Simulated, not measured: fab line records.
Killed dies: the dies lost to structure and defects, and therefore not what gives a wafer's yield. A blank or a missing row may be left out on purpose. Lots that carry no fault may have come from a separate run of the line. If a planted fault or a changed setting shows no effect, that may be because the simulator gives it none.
Chamber matching :: flow n5Finfet :: N5_BEOL_M5_DESCUM_16 on rieDiel-06 has 4 sister chambers
The step chemistry O2, time 7 s. 22 wafers are shown with their chamber, then 11 later ones without.

## WAFERS, EACH WITH ITS CHAMBER
wafer: L074.1
chamber: 0
drypumpMotorCurrentA (A): 4.9
showerheadPlenumPTorr (Torr): 2.06
throttleValvePct (%): 20.27

wafer: L074.2
chamber: 3
drypumpMotorCurrentA (A): 5.4
showerheadPlenumPTorr (Torr): 2.02
throttleValvePct (%): 20.94

wafer: L074.3
chamber: 1
drypumpMotorCurrentA (A): 5.7
showerheadPlenumPTorr (Torr): 1.99
throttleValvePct (%): 20.34

wafer: L074.4
chamber: 1
drypumpMotorCurrentA (A): 5.7
showerheadPlenumPTorr (Torr): 1.99
throttleValvePct (%): 20.33

wafer: L074.5
chamber: 3
drypumpMotorCurrentA (A): 5.4
showerheadPlenumPTorr (Torr): 2.02
throttleValvePct (%): 20.92

wafer: L074.6
chamber: 0
drypumpMotorCurrentA (A): 4.9
showerheadPlenumPTorr (Torr): 2.06
throttleValvePct (%): 20.26

wafer: L078.2
chamber: 3
drypumpMotorCurrentA (A): 5.4
showerheadPlenumPTorr (Torr): 2.02
throttleValvePct (%): 20.95

wafer: L078.3
chamber: 2
drypumpMotorCurrentA (A): 5.2
showerheadPlenumPTorr (Torr): 2.16
throttleValvePct (%): 20.52

wafer: L078.6
chamber: 2
drypumpMotorCurrentA (A): 5.2
showerheadPlenumPTorr (Torr): 2.16
throttleValvePct (%): 20.52

wafer: L080.2
chamber: 1
drypumpMotorCurrentA (A): 5.7
showerheadPlenumPTorr (Torr): 1.98
throttleValvePct (%): 20.34

wafer: L080.4
chamber: 3
drypumpMotorCurrentA (A): 5.3
showerheadPlenumPTorr (Torr): 2.01
throttleValvePct (%): 20.96

wafer: L080.5
chamber: 2
drypumpMotorCurrentA (A): 5.2
showerheadPlenumPTorr (Torr): 2.16
throttleValvePct (%): 20.53

wafer: L081.1
chamber: 0
drypumpMotorCurrentA (A): 4.9
showerheadPlenumPTorr (Torr): 2.06
throttleValvePct (%): 20.32

wafer: L081.2
chamber: 1
drypumpMotorCurrentA (A): 5.7
showerheadPlenumPTorr (Torr): 1.98
throttleValvePct (%): 20.36

wafer: L081.6
chamber: 3
drypumpMotorCurrentA (A): 5.4
showerheadPlenumPTorr (Torr): 2.01
throttleValvePct (%): 20.97

wafer: L083.2
chamber: 2
drypumpMotorCurrentA (A): 5.2
showerheadPlenumPTorr (Torr): 2.16
throttleValvePct (%): 20.52

wafer: L083.3
chamber: 0
drypumpMotorCurrentA (A): 4.9
showerheadPlenumPTorr (Torr): 2.05
throttleValvePct (%): 20.31

wafer: L083.6
chamber: 3
drypumpMotorCurrentA (A): 5.3
showerheadPlenumPTorr (Torr): 2.01
throttleValvePct (%): 20.97

wafer: L084.1
chamber: 1
drypumpMotorCurrentA (A): 5.7
showerheadPlenumPTorr (Torr): 1.98
throttleValvePct (%): 20.38

wafer: L084.3
chamber: 3
drypumpMotorCurrentA (A): 5.4
showerheadPlenumPTorr (Torr): 2.01
throttleValvePct (%): 20.98

wafer: L084.4
chamber: 2
drypumpMotorCurrentA (A): 5.2
showerheadPlenumPTorr (Torr): 2.16
throttleValvePct (%): 20.54

wafer: L090.2
chamber: 3
drypumpMotorCurrentA (A): 5.4
showerheadPlenumPTorr (Torr): 2.01
throttleValvePct (%): 20.99

SIGNATURES (averages over the wafers above)
reading: drypumpMotorCurrentA
chamber 0: 4.900
chamber 1: 5.700
chamber 2: 5.200
chamber 3: 5.375
scatter within a chamber: 0.0289

reading: showerheadPlenumPTorr
chamber 0: 2.0575
chamber 1: 1.9840
chamber 2: 2.1600
chamber 3: 2.0137
scatter within a chamber: 0.00461

reading: throttleValvePct
chamber 0: 20.2900
chamber 1: 20.3500
chamber 2: 20.5260
chamber 3: 20.9600
scatter within a chamber: 0.0212
Rule: for a wafer and a chamber, the distance is found by dividing, reading by reading, the gap between the wafer's reading and the chamber's mean by the reading's scatter, squaring, summing and taking the root. The wafer belongs to the nearest chamber; if the next one is less than 2 further off, it can't be placed. How the scatter is found: for the shown wafers, subtract from each reading the mean of its chamber, square and add these, divide the total by (wafers less chambers), then take the root.

## WAFERS WITH NO CHAMBER GIVEN
wafer: L090.4
drypumpMotorCurrentA (A): 5.7
showerheadPlenumPTorr (Torr): 1.98
throttleValvePct (%): 20.38

wafer: L090.6
drypumpMotorCurrentA (A): 5.4
showerheadPlenumPTorr (Torr): 2.01
throttleValvePct (%): 20.99

wafer: L088.2
drypumpMotorCurrentA (A): 5.4
showerheadPlenumPTorr (Torr): 2.00
throttleValvePct (%): 21.02

wafer: L088.3
drypumpMotorCurrentA (A): 4.9
showerheadPlenumPTorr (Torr): 2.05
throttleValvePct (%): 20.34

wafer: L088.6
drypumpMotorCurrentA (A): 4.9
showerheadPlenumPTorr (Torr): 2.05
throttleValvePct (%): 20.34

wafer: L092.1
drypumpMotorCurrentA (A): 5.3
showerheadPlenumPTorr (Torr): 2.00
throttleValvePct (%): 21.01

wafer: L092.2
drypumpMotorCurrentA (A): 5.7
showerheadPlenumPTorr (Torr): 1.97
throttleValvePct (%): 20.41

wafer: L092.4
drypumpMotorCurrentA (A): 5.7
showerheadPlenumPTorr (Torr): 1.97
throttleValvePct (%): 20.41

wafer: L097.1
drypumpMotorCurrentA (A): 5.2
showerheadPlenumPTorr (Torr): 2.15
throttleValvePct (%): 20.21

wafer: L097.5
drypumpMotorCurrentA (A): 5.2
showerheadPlenumPTorr (Torr): 2.15
throttleValvePct (%): 20.20

wafer: L097.6
drypumpMotorCurrentA (A): 4.9
showerheadPlenumPTorr (Torr): 2.04
throttleValvePct (%): 20.35

## THE CHAMBER EACH PASSED THROUGH
wafer: L090.4
from the rows above: 1
in truth: 1

wafer: L090.6
from the rows above: 3
in truth: 3

wafer: L088.2
from the rows above: 3
in truth: 3

wafer: L088.3
from the rows above: 0
in truth: 0

wafer: L088.6
from the rows above: 0
in truth: 0

wafer: L092.1
from the rows above: 3
in truth: 3

wafer: L092.2
from the rows above: 1
in truth: 1

wafer: L092.4
from the rows above: 1
in truth: 1

wafer: L097.1
from the rows above: 2
in truth: 2

wafer: L097.5
from the rows above: 2
in truth: 2

wafer: L097.6
from the rows above: 0
in truth: 0
Correctly placed: 11 of 11. From these rows, 0 cannot be placed. 0 placed wrongly.
